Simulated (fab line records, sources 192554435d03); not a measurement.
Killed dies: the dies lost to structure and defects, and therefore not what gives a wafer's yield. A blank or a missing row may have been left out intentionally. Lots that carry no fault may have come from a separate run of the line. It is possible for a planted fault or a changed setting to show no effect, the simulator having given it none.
fab line records	flow n5_finfet
record: lots: 7	wafers: 39
route steps=1938 shown FIN_SAQP@110 HKMG_FIN@397 MOL_CONTACT_COAG@562
start_h: start of the lot's first displayed wafer, in hours after the record's first day	wait_h: hours elapsed since this lot's preceding step	" unchanged from the row above	L1.1+2: one row covering several wafers at once	- no value present, or no start provided	* or withheld: withheld	< > ~ a bound
route shown NAME@n: a module of which the file shows steps, and the number in the route of the first	usual: the fault-free wafers' mean and standard deviation	same: alike in all rows	chamber/n: place in a boat	sites: each site's reading	_std_site: standard deviation across them	_edge_site: inner sites' mean taken away from outer sites' mean	radius_mm: how far each site lies from the wafer's centre	mask NAME#n: copy n	behind: tool/chamber where the wafer was last shaped	hold: cause of the lot's hold/its duration in hours/its outcome	device: the n, p or np transistor that did not switch	end of line: at the end of the route, the tests of the same wafers	a step with no rows: only its recipe	killed: not the wafer's yield, but the dies lost to structure and defects at the first sort	map: per-die view of a wafer (x killed, . not killed, _ where there is no die)
set.NAME: setting as actually run; set.NAME@STEP: the setting as run at that earlier step	model.NAME: the simulator's own value behind a step, which no gauge read
one table per step and one row per wafer, for lots whose settings were changed on purpose
== steps ==
step: N5_FIN_SAQP_DEVELOP_15
recipe: develop_time_s: 30	developer: TMAH	resist: CAR-ArF	dev_temp_c: 23	rinse_liquid: diw	dry: air_spin
lot.wafer	tool	chamber	start_h	wait_h	set.develop_time_s
L074.1+4+6	litho_track-01	0	-	-	14.18
L074.2+3+5	"	0	"	"	30
L075.1+4+5	litho_track-03	0	-	-	37.83
L075.2+3+6	"	0	"	"	30
L081.3+4+6	litho_track-03	0	-	-	30
L089.1+2+3+4+5+6	litho_track-03	0	-	-	30
L090.1+3+4	litho_track-03	0	-	-	30
L090.2+5+6	"	0	"	"	19.23
L092.1+2+3+4+5+6	litho_track-03	0	-	-	30
L095.1+2+5	litho_track-05	0	-	-	30
L095.3+4+6	"	0	"	"	16.9
step: N5_FIN_SAQP_CD_MEAS_16
recipe: target_cd_nm: 35.6	landing_energy_ev: 500	detector: se_inlens
usual: cd_nm: 35.7/0.33
lot.wafer	tool	chamber	start_h	wait_h	set.develop_time_s@FIN_SAQP_DEVELOP_15	cd_nm
L074.1	cd_sem-01	0	21.61	-	14.18	36.9
L074.2	"	0	"	"	30	35.9
L074.3	"	0	"	"	30	35.4
L074.4	"	0	"	"	14.18	37.5
L074.5	"	0	"	"	30	35.8
L074.6	"	0	"	"	14.18	36.8
L075.1	cd_sem-03	0	29.22	-	37.83	34.4
L075.2	"	0	"	"	30	35.5
L075.3	"	0	"	"	30	35.5
L075.4	"	0	"	"	37.83	35.1
L075.5	"	0	"	"	37.83	35.5
L075.6	"	0	"	"	30	35.5
L081.3	cd_sem-03	0	63.96	-	30	35.7
L081.4	"	0	"	"	30	35.6
L081.6	"	0	"	"	30	35.4
L089.1	cd_sem-03	0	112.05	-	30	35.4
L089.2	"	0	"	"	30	35.3
L089.3	"	0	"	"	30	35.8
L089.4	"	0	"	"	30	35.4
L089.5	"	0	"	"	30	35.9
L089.6	"	0	"	"	30	36.0
L090.1	cd_sem-03	0	117.71	-	30	35.9
L090.2	"	0	"	"	19.23	37.0
L090.3	"	0	"	"	30	36.1
L090.4	"	0	"	"	30	36.0
L090.5	"	0	"	"	19.23	37.0
L090.6	"	0	"	"	19.23	36.8
L092.1	cd_sem-02	0	129.32	-	30	35.4
L092.2	"	0	"	"	30	35.4
L092.3	"	0	"	"	30	35.4
L092.4	"	0	"	"	30	35.6
L092.5	"	0	"	"	30	35.1
L092.6	"	0	"	"	30	35.6
L095.1	cd_sem-01	0	148.75	-	30	35.8
L095.2	"	0	"	"	30	35.8
L095.3	"	0	"	"	16.9	36.8
L095.4	"	0	"	"	16.9	36.7
L095.5	"	0	"	"	30	35.8
L095.6	"	0	"	"	16.9	36.6
step: N5_FIN_SAQP_SPACER2_ALD_28
recipe: material: SiO2	target_thk_a: 81	temp_c: 300	ald_precursor_family: BDEAS	ald_co_reactant: O2-plasma	pulse_time_s: 1	purge_time_s: 2	co_reactant_purge_time_s: 2	pressure_torr: 2
lot.wafer	tool	chamber	start_h	wait_h	set.target_thk_a	model.SiO2_of_FIN_SAQP_SPACER2_ALD_28.thk_nm
L074.1	ald_sin-03	3	27.51	2.0	33.04	3.4
L074.2+3+6	"	2,1,3	"	"	81	8
L074.4+5	"	0	"	"	33.04	3.2
L075.1+2+3+4+5+6	ald_sin-02	3,1,0,2,1,2	33.92	0.5	81	8.2
L081.3+4+6	ald_sin-04	3,1,2	67.20	0.1	81	8
L089.1+2+5	ald_sin-04	3,2,3	115.31	0.2	37.86	3.8
L089.3+4+6	"	0,1,0	"	"	81	8
L090.1+4+5	ald_sin-02	3,0,1	120.84	0.1	81	8.2
L090.2+3+6	"	1,2,2	"	"	111.7	11.2
L092.1+5+6	ald_sin-03	0,3,2	132.67	0.1	98.56	9.8
L092.2	"	2	"	"	81	8
L092.3+4	"	1,3	"	"	81	8.2
L095.1+2+5+6	ald_sin-02	3,0,2,3	152.26	0.1	81	8
L095.3+4	"	1,2	"	"	81	8.2
step: N5_FIN_SAQP_SPACER2_ETCHBACK_29
recipe: chemistry: CHF3/O2	mode: anisotropic_etchback	target: SiO2	target_depth_a: 122	time_s: 6.1	pressure_mtorr: 30	source_w: 650	bias_w: 170	Ar_flow_sccm: 200	CHF3_flow_sccm: 50	O2_flow_sccm: 5	ion_energy_ev: 200
step: N5_FIN_SAQP_MANDREL2_REMOVE_60
recipe: chemistry: HBr/Cl2/O2	bt_time_s: 10	target: a-Si	stop_on: SiNx	endpoint: OES-SiCl	over_etch_frac: 1	icp_w: 600	bias_w: 22	HBr_flow_sccm: 150	Cl2_flow_sccm: 80	O2_flow_sccm: 5	pressure_mtorr: 10
lot.wafer	tool	chamber	start_h	wait_h	set.target_thk_a@FIN_SAQP_SPACER2_ALD_28	model.FIN_SAQP.cd_nm
L074.1+4	rie_si-03	2,1	27.93	0.1	33.04	3.2
L074.2+6	"	3,1	"	"	81	8
L074.3	"	0	"	"	81	8.2
L074.5	"	0	"	"	33.04	3.4
L075.1+3+4+5+6	rie_si-03	2,1,3,3,2	34.36	0.1	81	8.2
L075.2	"	0	"	"	81	8.4
L081.3	rie_si-03	0	67.61	0.1	81	8.2
L081.4+6	"	3,2	"	"	81	8
L089.1	rie_si-02	3	115.72	0.1	37.86	3.8
L089.2+5	"	0	"	"	37.86	3.6
L089.3+6	"	2,1	"	"	81	8
L089.4	"	1	"	"	81	8.2
L090.1	rie_si-05	3	121.25	0.1	81	8.4
L090.2+6	"	2,0	"	"	111.7	11.4
L090.3	"	1	"	"	111.7	11.2
L090.4+5	"	0,3	"	"	81	8.2
L092.1+6	rie_si-03	3	133.08	0.1	98.56	9.8
L092.2	"	2	"	"	81	8
L092.3	"	1	"	"	81	8.2
L092.4	"	0	"	"	81	8.4
L092.5	"	2	"	"	98.56	10
L095.1+4	rie_si-03	0,1	152.67	0.1	81	8.2
L095.2+3+5+6	"	2,3,3,2	"	"	81	8
step: N5_FIN_SAQP_CD_MEAS_31
recipe: target_cd_nm: 8	landing_energy_ev: 1000	detector: se_inlens	polarity: line
usual: cd_nm: 8.12/0.23
lot.wafer	tool	chamber	start_h	wait_h	set.target_thk_a@FIN_SAQP_SPACER2_ALD_28	cd_nm
L074.1	cd_sem-01	0	28.04	0.1	33.04	3.46
L074.2	"	0	"	"	81	7.93
L074.3	"	0	"	"	81	8.40
L074.4	"	0	"	"	33.04	3.26
L074.5	"	0	"	"	33.04	3.20
L074.6	"	0	"	"	81	7.93
L075.1	cd_sem-02	0	34.47	0.1	81	7.84
L075.2	"	0	"	"	81	8.35
L075.3	"	0	"	"	81	8.17
L075.4	"	0	"	"	81	8.30
L075.5	"	0	"	"	81	8.35
L075.6	"	0	"	"	81	8.36
L081.3	cd_sem-01	0	67.73	0.1	81	7.76
L081.4	"	0	"	"	81	8.24
L081.6	"	0	"	"	81	7.67
L089.1	cd_sem-02	0	115.83	0.1	37.86	3.76
L089.2	"	0	"	"	37.86	3.97
L089.3	"	0	"	"	81	8.12
L089.4	"	0	"	"	81	8.19
L089.5	"	0	"	"	37.86	3.62
L089.6	"	0	"	"	81	7.99
L090.1	cd_sem-02	0	121.36	0.1	81	8.40
L090.2	"	0	"	"	111.7	11.27
L090.3	"	0	"	"	111.7	11.33
L090.4	"	0	"	"	81	7.84
L090.5	"	0	"	"	81	8.32
L090.6	"	0	"	"	111.7	11.32
L092.1	cd_sem-01	0	133.19	0.1	98.56	9.96
L092.2	"	0	"	"	81	8.13
L092.3	"	0	"	"	81	8.48
L092.4	"	0	"	"	81	8.45
L092.5	"	0	"	"	98.56	10.12
L092.6	"	0	"	"	98.56	9.67
L095.1	cd_sem-02	0	152.78	0.1	81	8.06
L095.2	"	0	"	"	81	7.61
L095.3	"	0	"	"	81	7.87
L095.4	"	0	"	"	81	7.82
L095.5	"	0	"	"	81	8.20
L095.6	"	0	"	"	81	7.69
step: N5_FIN_SAQP_HM_OPEN_33
recipe: chemistry: CH3F/O2	target: SiNx	mask_material: SiO2	target_depth_a: 494	time_s: 70.6	pressure_mtorr: 30	source_w: 395	bias_w: 73	Ar_flow_sccm: 150	CH3F_flow_sccm: 30	O2_flow_sccm: 20	ion_energy_ev: 120	ends: cleared
step: N5_FIN_SAQP_ETCH_34
recipe: chemistry: C4F6/O2	target: SiO2	target_depth_a: 450	time_s: 15	ion_energy_ev: 250	pressure_mtorr: 30	source_w: 345	bias_w: 185	Ar_flow_sccm: 300	C4F6_flow_sccm: 10	O2_flow_sccm: 10	ends: cleared
step: N5_FIN_SAQP_STRIP_77
recipe: chemistry: N2/H2	time_s: 90	power_w: 100	temp_c: 40	pressure_mtorr: 100	rf_frequency_hz: 6e+07	bias_power_w: 3	n2_flow_sccm: 300	h2_flow_sccm: 300
step: N5_FIN_SAQP_HM_CD_35
recipe: target_cd_nm: 8	polarity: line
usual: cd_nm: 8.08/0.22
lot.wafer	tool	chamber	start_h	wait_h	set.target_thk_a@FIN_SAQP_SPACER2_ALD_28	cd_nm
L074.1	cd_sem-01	-	28.30	0.1	33.04	3.32
L074.2	"	-	"	"	81	8.42
L074.3	"	-	"	"	81	7.96
L074.4	"	-	"	"	33.04	3.55
L074.5	"	-	"	"	33.04	3.41
L074.6	"	-	"	"	81	8.25
L075.1	cd_sem-01	-	34.74	0.1	81	7.87
L075.2	"	-	"	"	81	8.46
L075.3	"	-	"	"	81	8.36
L075.4	"	-	"	"	81	8.30
L075.5	"	-	"	"	81	8.18
L075.6	"	-	"	"	81	8.40
L081.3	cd_sem-01	-	67.99	0.1	81	7.93
L081.4	"	-	"	"	81	8.09
L081.6	"	-	"	"	81	8.04
L089.1	cd_sem-02	-	116.10	0.1	37.86	3.58
L089.2	"	-	"	"	37.86	3.76
L089.3	"	-	"	"	81	8.20
L089.4	"	-	"	"	81	8.18
L089.5	"	-	"	"	37.86	3.94
L089.6	"	-	"	"	81	8.39
L090.1	cd_sem-03	-	121.62	0.1	81	8.04
L090.2	"	-	"	"	111.7	11.40
L090.3	"	-	"	"	111.7	11.27
L090.4	"	-	"	"	81	8.18
L090.5	"	-	"	"	81	7.72
L090.6	"	-	"	"	111.7	10.95
L092.1	cd_sem-03	-	133.46	0.1	98.56	9.74
L092.2	"	-	"	"	81	7.68
L092.3	"	-	"	"	81	8.29
L092.4	"	-	"	"	81	8.48
L092.5	"	-	"	"	98.56	9.96
L092.6	"	-	"	"	98.56	9.75
L095.1	cd_sem-02	-	153.05	0.1	81	8.27
L095.2	"	-	"	"	81	8.13
L095.3	"	-	"	"	81	8.00
L095.4	"	-	"	"	81	8.20
L095.5	"	-	"	"	81	8.09
L095.6	"	-	"	"	81	8.08
step: N5_FIN_SAQP_ETCH_64
recipe: chemistry: CF4	target: SiO2	target_depth_a: 15	ion_energy_ev: 350	pressure_mtorr: 10	icp_w: 800	bias_w: 400	cf4_flow_sccm: 80
lot.wafer	tool	chamber	start_h	wait_h	set.target_thk_a@FIN_SAQP_SPACER2_ALD_28	model.FIN_SAQP.cd_nm
L074.1	rie_si-05	1	28.35	0.0	33.04	3
L074.2+6	"	2	"	"	81	8.2
L074.3	"	3	"	"	81	8
L074.4+5	"	0,3	"	"	33.04	3.4
L075.1+3+5+6	rie_si-05	0,3,2,1	34.79	0.0	81	8.2
L075.2	"	2	"	"	81	8.6
L075.4	"	1	"	"	81	8.4
L081.3	rie_si-05	2	68.03	0.0	81	8.2
L081.4+6	"	1,3	"	"	81	8
L089.1	rie_si-05	0	116.14	0.0	37.86	3.8
L089.2+5	"	3	"	"	37.86	3.6
L089.3+4+6	"	1,2,2	"	"	81	8.2
L090.1+4	rie_si-03	3,0	121.67	0.0	81	8.2
L090.2+6	"	1,2	"	"	111.7	11.2
L090.3	"	2	"	"	111.7	11.4
L090.5	"	1	"	"	81	8
L092.1+5	rie_si-02	0,3	133.51	0.0	98.56	9.8
L092.2	"	3	"	"	81	8
L092.3+4	"	2,1	"	"	81	8.2
L092.6	"	0	"	"	98.56	9.6
L095.1+4+6	rie_si-05	0,2,0	153.10	0.0	81	8.2
L095.2+3	"	3,1	"	"	81	8
L095.5	"	3	"	"	81	7.8
step: N5_FIN_SAQP_FIN_ETCH_36
recipe: chemistry: HBr/Cl2/O2	target_depth_a: 1200	mask_material: SiNx	time_s: 50.4	bias_w: 102	pressure_mtorr: 10	icp_w: 800	HBr_flow_sccm: 150	Cl2_flow_sccm: 80	O2_flow_sccm: 12
step: N5_FIN_SAQP_CD_MEAS_37
recipe: target_cd_nm: 8	polarity: line
usual: cd_nm: 8.10/0.24
lot.wafer	tool	chamber	start_h	wait_h	set.target_thk_a@FIN_SAQP_SPACER2_ALD_28	cd_nm
L074.1	cd_sem-02	-	28.49	0.1	33.04	3.14
L074.2	"	-	"	"	81	8.15
L074.3	"	-	"	"	81	7.96
L074.4	"	-	"	"	33.04	3.41
L074.5	"	-	"	"	33.04	3.47
L074.6	"	-	"	"	81	8.03
L075.1	cd_sem-01	-	34.93	0.1	81	7.96
L075.2	"	-	"	"	81	8.18
L075.3	"	-	"	"	81	8.11
L075.4	"	-	"	"	81	8.38
L075.5	"	-	"	"	81	7.99
L075.6	"	-	"	"	81	7.98
L081.3	cd_sem-01	-	68.18	0.1	81	8.12
L081.4	"	-	"	"	81	7.92
L081.6	"	-	"	"	81	8.10
L089.1	cd_sem-02	-	116.28	0.1	37.86	4.15
L089.2	"	-	"	"	37.86	4.18
L089.3	"	-	"	"	81	8.57
L089.4	"	-	"	"	81	8.36
L089.5	"	-	"	"	37.86	3.55
L089.6	"	-	"	"	81	8.17
L090.1	cd_sem-03	-	121.81	0.1	81	7.97
L090.2	"	-	"	"	111.7	11.19
L090.3	"	-	"	"	111.7	11.47
L090.4	"	-	"	"	81	8.09
L090.5	"	-	"	"	81	7.70
L090.6	"	-	"	"	111.7	11.50
L092.1	cd_sem-01	-	133.65	0.1	98.56	9.61
L092.2	"	-	"	"	81	7.75
L092.3	"	-	"	"	81	7.89
L092.4	"	-	"	"	81	8.47
L092.5	"	-	"	"	98.56	9.83
L092.6	"	-	"	"	98.56	9.90
L095.1	cd_sem-03	-	153.23	0.1	81	8.17
L095.2	"	-	"	"	81	8.13
L095.3	"	-	"	"	81	8.10
L095.4	"	-	"	"	81	8.37
L095.5	"	-	"	"	81	8.26
L095.6	"	-	"	"	81	8.26
step: N5_HKMG_FIN_DEVELOP_48
recipe: develop_time_s: 30	developer: TMAH	resist: CAR-ArF	rinse_liquid: diw	dry: air_spin	dev_temp_c: 23
lot.wafer	tool	chamber	start_h	wait_h	set.develop_time_s
L074.1+2+3	litho_track-01	0	-	-	30
L074.4+5+6	"	0	"	"	20.39
L075.1+2+5	litho_track-04	0	-	-	14.04
L075.3+4+6	"	0	"	"	30
L081.3+4+6	litho_track-02	0	-	-	30
L089.1+2+4	litho_track-01	0	-	-	30
L089.3+5+6	"	0	"	"	25.4
L090.1+2+5	litho_track-01	0	-	-	30
L090.3+4+6	"	0	"	"	38.2
L092.1+3+6	litho_track-04	0	-	-	23.64
L092.2+4+5	"	0	"	"	30
L095.1+3+6	litho_track-02	0	-	-	21.03
L095.2+4+5	"	0	"	"	30
step: N5_HKMG_FIN_CD_MEAS_49
recipe: target_cd_nm: 202	landing_energy_ev: 500	detector: se_inlens	polarity: opening
usual: cd_nm: 202.0/0.73
lot.wafer	tool	chamber	start_h	wait_h	set.develop_time_s@HKMG_FIN_DEVELOP_48	cd_nm
L074.1	cd_sem-03	0	73.99	-	30	200.8
L074.2	"	0	"	"	30	201.5
L074.3	"	0	"	"	30	200.8
L074.4	"	0	"	"	20.39	199.5
L074.5	"	0	"	"	20.39	199.3
L074.6	"	0	"	"	20.39	198.7
L075.1	cd_sem-01	0	79.28	-	14.04	198.6
L075.2	"	0	"	"	14.04	198.3
L075.3	"	0	"	"	30	201.6
L075.4	"	0	"	"	30	202.7
L075.5	"	0	"	"	14.04	198.4
L075.6	"	0	"	"	30	201.3
L081.3	cd_sem-02	0	114.46	-	30	202.0
L081.4	"	0	"	"	30	200.0
L081.6	"	0	"	"	30	201.5
L089.1	cd_sem-02	0	159.97	-	30	201.4
L089.2	"	0	"	"	30	201.7
L089.3	"	0	"	"	25.4	201.5
L089.4	"	0	"	"	30	202.5
L089.5	"	0	"	"	25.4	200.7
L089.6	"	0	"	"	25.4	201.2
L090.1	cd_sem-01	0	168.21	-	30	201.5
L090.2	"	0	"	"	30	201.9
L090.3	"	0	"	"	38.2	202.6
L090.4	"	0	"	"	38.2	202.4
L090.5	"	0	"	"	30	200.8
L090.6	"	0	"	"	38.2	202.4
L092.1	cd_sem-03	0	178.61	-	23.64	201.6
L092.2	"	0	"	"	30	202.4
L092.3	"	0	"	"	23.64	201.3
L092.4	"	0	"	"	30	202.2
L092.5	"	0	"	"	30	201.7
L092.6	"	0	"	"	23.64	200.7
L095.1	cd_sem-01	0	205.57	-	21.03	201.4
L095.2	"	0	"	"	30	203.1
L095.3	"	0	"	"	21.03	201.5
L095.4	"	0	"	"	30	203.2
L095.5	"	0	"	"	30	202.4
L095.6	"	0	"	"	21.03	201.2
step: N5_HKMG_FIN_DESCUM_53
recipe: chemistry: O2	time_s: 7.9	source_power_w: 50	bias_power_w: 20	pressure_mtorr: 20	rf_frequency_hz: 2.712e+07	temp_c: 40	resist: CAR-ArF	o2_flow_sccm: 225
step: N5_HKMG_FIN_ETCH_54
recipe: chemistry: CF4	target: SiARC	target_depth_a: 455	mask_material: CAR-ArF	time_s: 75.8	ion_energy_ev: 80	pressure_mtorr: 40	source_w: 545	bias_w: 36	Ar_flow_sccm: 100	cf4_flow_sccm: 100	ends: cleared
lot.wafer	tool	chamber	start_h	wait_h	set.develop_time_s@HKMG_FIN_DEVELOP_48	model.HKMG_FIN.cd_offset_nm
L074.1+3	rie_diel-06	3,1	74.33	0.0	30	-1.2
L074.2	"	0	"	"	30	-0.4
L074.4+5	"	2,3	"	"	20.39	-3
L074.6	"	0	"	"	20.39	-3.2
L075.1	rie_diel-01	3	79.72	0.0	14.04	-3.4
L075.2+5	"	0,1	"	"	14.04	-4
L075.3	"	2	"	"	30	0
L075.4	"	1	"	"	30	0.2
L075.6	"	0	"	"	30	-1
L081.3	rie_diel-06	3	114.58	0.0	30	0.2
L081.4	"	3	"	"	30	-1.8
L081.6	"	0	"	"	30	-0.2
L089.1+2	rie_diel-03	3,1	160.10	0.0	30	-0.6
L089.3	"	0	"	"	25.4	-0.4
L089.4	"	2	"	"	30	0.2
L089.5	"	1	"	"	25.4	-1.2
L089.6	"	2	"	"	25.4	-0.8
L090.1	rie_diel-03	2	168.33	0.0	30	-0.4
L090.2	"	0	"	"	30	-0.2
L090.3	"	1	"	"	38.2	0.6
L090.4+6	"	3,1	"	"	38.2	0.2
L090.5	"	2	"	"	30	-1.8
L092.1+6	rie_diel-06	0,2	178.74	0.0	23.64	-0.8
L092.2	"	1	"	"	30	0.4
L092.3	"	2	"	"	23.64	-0.4
L092.4	"	3	"	"	30	-0.2
L092.5	"	3	"	"	30	-0.4
L095.1	rie_diel-06	0	205.75	0.0	21.03	-0.6
L095.2	"	3	"	"	30	0.8
L095.3	"	2	"	"	21.03	-0.2
L095.4	"	1	"	"	30	1
L095.5	"	0	"	"	30	0.2
L095.6	"	1	"	"	21.03	-1.4
step: N5_MOL_CONTACT_COAG_ALD_123
recipe: material: SiNx	target_thk_a: 50	temp_c: 400	ald_precursor_family: SiH2I2	ald_co_reactant: N2/H2-plasma	pulse_time_s: 1	purge_time_s: 2	co_reactant_purge_time_s: 2	ald_cycles: 100	pressure_torr: 2
lot.wafer	tool	chamber	start_h	wait_h	set.ald_cycles	model.SiNx_of_MOL_CONTACT_COAG_ALD_123.thk_nm
L074.1+2+6	ald_sin-03	2,1,3	102.09	0.0	100	5
L074.3+4+5	"	0,3,2	"	"	42	2.2
L075.1+2+3+4+5+6	ald_sin-03	0,3,2,1,1,2	105.44	0.0	100	5
L081.3+4+6	ald_sin-02	3,2,0	141.11	0.2	100	5
L089.1+4+5	ald_sin-04	1,0,2	184.62	0.0	100	5
L089.2+6	"	3	"	"	50	2.6
L089.3	"	2	"	"	50	2.4
L090.1+2+4	ald_sin-03	2,3,1	193.65	0.0	160	8
L090.3+5+6	"	0,1,0	"	"	100	5
L092.1+2+3+4+5+6	ald_sin-03	2,1,3,0,0,1	204.50	0.4	100	5
L095.1+4+6	ald_sin-04	0,3,0	229.60	0.2	100	5
L095.2+3+5	"	1,2,3	"	"	125	6.2
step: N5_MOL_CONTACT_COAG_PECVD_31
recipe: material: SiO2	target_thk_a: 460	temp_c: 400	precursor: TEOS/O2	pressure_torr: 6.5	rf_w: withheld	teos_flow_sccm: withheld	gas: O2	flow_sccm: 2650	time_s: 8.9
step: N5_MOL_CONTACT_COAG_COAT_75
recipe: resist: SOC	temp_c: 250	time_s: 60	spin_rpm: 1500	resist_thk_nm: 60
step: N5_MOL_CONTACT_COAG_STRIP_120
recipe: chemistry: CHF3	resist: SiARC	rf_frequency_hz: 6e+07
step: N5_MOL_CONTACT_COAG_VIA_ETCH_117
recipe: chemistry: C4F6/O2	target_depth_a: 400	overetch_a: 80	mask_material: SOC	target: SiO2	bias_w: 455	pressure_mtorr: 10	time_s: 26	source_w: 325	Ar_flow_sccm: 300	C4F6_flow_sccm: 10	O2_flow_sccm: 10	ion_energy_ev: 575.3	ends: end_point
step: N5_MOL_CONTACT_COAG_ETCH_124
recipe: chemistry: CH3F/O2	target: SiNx	target_depth_a: 65	mask_material: SOC	stop_on: SiOC	over_etch_frac: 0.3	ion_energy_ev: 120	pressure_mtorr: 30	source_w: 395	bias_w: 73	Ar_flow_sccm: 150	CH3F_flow_sccm: 30	O2_flow_sccm: 20	ends: end_point
lot.wafer	tool	chamber	start_h	wait_h	set.ald_cycles@MOL_CONTACT_COAG_ALD_123	model.etch.depth_nm
L074.1	rie_diel-06	2	106.05	0.0	100	5.015
L074.2	"	0	"	"	100	5.033
L074.3	"	1	"	"	42	2.134
L074.4	"	3	"	"	42	2.129
L074.5	"	3	"	"	42	2.104
L074.6	"	0	"	"	100	5.008
L075.1	rie_diel-01	1	108.50	0.0	100	5.031
L075.2	"	0	"	"	100	5.007
L075.3	"	2	"	"	100	5.02
L075.4	"	0	"	"	100	5.016
L075.5	"	1	"	"	100	5.054
L075.6	"	2	"	"	100	5.005
L081.3	rie_diel-06	2	144.53	0.0	100	5.023
L081.4	"	1	"	"	100	5.069
L081.6	"	2	"	"	100	5.04
L089.1	rie_diel-06	0	188.31	0.0	100	4.983
L089.2	"	1	"	"	50	2.537
L089.3	"	2	"	"	50	2.493
L089.4	"	3	"	"	100	4.998
L089.5	"	3	"	"	100	5.011
L089.6	"	2	"	"	50	2.548
L090.1	rie_diel-01	3	196.68	0.0	160	6.432
L090.2	"	0	"	"	160	6.548
L090.3	"	1	"	"	100	4.98
L090.4	"	2	"	"	160	6.286
L090.5	"	0	"	"	100	5.025
L090.6	"	3	"	"	100	4.995
L092.1	rie_diel-06	2	209.64	0.0	100	5.027
L092.2	"	3	"	"	100	5.052
L092.3	"	1	"	"	100	5.032
L092.4	"	0	"	"	100	5.019
L092.5	"	2	"	"	100	5.017
L092.6	"	3	"	"	100	5.056
L095.1	rie_diel-03	3	233.68	0.0	100	5.02
L095.2	"	2	"	"	125	6.128
L095.3	"	1	"	"	125	6.267
L095.4	"	0	"	"	100	5.005
L095.5	"	2	"	"	125	6.165
L095.6	"	3	"	"	100	5.002
== key ==
split: step: N5_FIN_SAQP_DEVELOP_15	setting: develop_time_s	stated: 30	by: wafer
response: step: N5_FIN_SAQP_CD_MEAS_16	reading: cd_nm	change: -0.0237	per: 1%	r: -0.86
split: step: N5_FIN_SAQP_SPACER2_ALD_28	setting: target_thk_a	stated: 81	by: wafer
response: step: N5_FIN_SAQP_SPACER2_ALD_28	reading: model.SiO2_of_FIN_SAQP_SPACER2_ALD_28.thk_nm	change: +0.0793	per: 1%	r: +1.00
response: step: N5_FIN_SAQP_MANDREL2_REMOVE_60	reading: model.FIN_SAQP.cd_nm	change: +0.0813	per: 1%	r: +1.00
response: step: N5_FIN_SAQP_CD_MEAS_31	reading: cd_nm	change: +0.0806	per: 1%	r: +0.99
response: step: N5_FIN_SAQP_HM_CD_35	reading: cd_nm	change: +0.0826	per: 1%	r: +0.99
response: step: N5_FIN_SAQP_ETCH_64	reading: model.FIN_SAQP.cd_nm	change: +0.0828	per: 1%	r: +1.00
response: step: N5_FIN_SAQP_CD_MEAS_37	reading: cd_nm	change: +0.0828	per: 1%	r: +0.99
split: step: N5_HKMG_FIN_DEVELOP_48	setting: develop_time_s	stated: 30	by: wafer
response: step: N5_HKMG_FIN_CD_MEAS_49	reading: cd_nm	change: +0.0564	per: 1%	r: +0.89
response: step: N5_HKMG_FIN_ETCH_54	reading: model.HKMG_FIN.cd_offset_nm	change: +0.0565	per: 1%	r: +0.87
split: step: N5_MOL_CONTACT_COAG_ALD_123	setting: ald_cycles	stated: 100	by: wafer
response: step: N5_MOL_CONTACT_COAG_ALD_123	reading: model.SiNx_of_MOL_CONTACT_COAG_ALD_123.thk_nm	change: +0.0491	per: 1%	r: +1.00
response: step: N5_MOL_CONTACT_COAG_ETCH_124	reading: model.etch.depth_nm	change: +0.0403	per: 1%	r: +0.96
